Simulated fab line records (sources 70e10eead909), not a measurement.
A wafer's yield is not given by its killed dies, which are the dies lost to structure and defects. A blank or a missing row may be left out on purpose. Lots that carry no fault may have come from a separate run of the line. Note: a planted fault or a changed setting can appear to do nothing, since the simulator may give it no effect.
Matching of chambers	flow nand harc	4 sister chambers for NHARC_P_CONTACT_CMP_01 on cmp-03
The step polishes SiO2, target thk 200 nm. 4 wafers are shown with their chamber, then 7 later ones without.

## EACH WAFER AND ITS CHAMBER
wafer	chamber	motor current A (A)
L478.3	1	11.3
L478.5	3	13.2
L477.4	2	10.4
L477.5	0	11.0

## WAFERS WITH NO CHAMBER GIVEN
wafer	motor current A (A)
L477.6	11.1
L480.1	10.4
L480.2	11.0
L480.6	11.2
L482.1	13.2
L482.2	10.8
L482.4	11.5

## WHICH CHAMBER EACH ONE RAN IN
wafer	from the rows above	in truth
L477.6	can't be placed: 0 or 1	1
L480.1	2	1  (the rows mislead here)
L480.2	0	0
L480.6	can't be placed: 1 or 0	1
L482.1	3	3
L482.2	can't be placed: 0 or 2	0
L482.4	1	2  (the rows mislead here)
Placed correctly: 2 of 7. Not placeable from these rows: 3 (in 3, the candidates include the true chamber). Placed wrongly: 2.
How it was worked out, from the rows above alone: a wafer's distance from a chamber is the root of the sum, over the readings, of the square of ((its reading less the chamber's mean) divided by the reading's scatter). If the next closest chamber is less than 2 further off than the closest, the wafer can't be placed; otherwise it belongs to the closest. For every chamber, the mean is computed from those of its wafers that are shown. The scatter: root of mean squared gap, hidden wafer to nearest shown wafer, with one shown wafer a chamber.
